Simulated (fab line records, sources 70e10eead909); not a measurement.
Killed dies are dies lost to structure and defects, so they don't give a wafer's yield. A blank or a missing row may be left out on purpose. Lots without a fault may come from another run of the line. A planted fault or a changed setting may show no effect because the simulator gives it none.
Chamber matching | flow nand_harc | NHARC_A_M1_DEP_33 on pecvd-02: 3 sister chambers
The step deposits SiCN, target thk 30 nm. 3 wafers are shown with their chamber, then 8 later ones without.

WAFERS WITH THEIR CHAMBER
wafer  | chamber | heater_power_w (W)
L080.4 | 0       | 681
L080.6 | 2       | 564
L084.2 | 1       | 543

WAFERS WITHOUT THEIR CHAMBER
wafer  | heater_power_w (W)
L084.4 | 649
L084.6 | 612
L089.1 | 684
L089.2 | 587
L089.4 | 519
L093.4 | 537
L093.5 | 598
L093.6 | 581

WHICH CHAMBER EACH WENT THROUGH
wafer  | from the rows above          | in truth
L084.4 | can't be placed: 0 or 2      | 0
L084.6 | can't be placed: 2 or 0 or 1 | 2
L089.1 | 0                            | 0
L089.2 | can't be placed: 2 or 1      | 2
L089.4 | can't be placed: 1 or 2      | 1
L093.4 | can't be placed: 1 or 2      | 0
L093.5 | can't be placed: 2 or 1 or 0 | 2
L093.6 | can't be placed: 2 or 1      | 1
Placed correctly: 1 of 8. Can't be placed from these rows: 7 (the true chamber is among the candidates in 6). Placed wrongly: 0.
How it was worked out, from the rows above alone: a wafer's distance from a chamber is the root of the sum, over the readings, of the square of ((its reading less the chamber's mean) divided by the reading's scatter). The wafer belongs to the nearest chamber; if the next one is less than 2 further off, it can't be placed. A chamber's mean is the mean of its shown wafers. The scatter: with one shown wafer a chamber, the root of the mean of the squares of how far each hidden wafer lies from its nearest shown one.
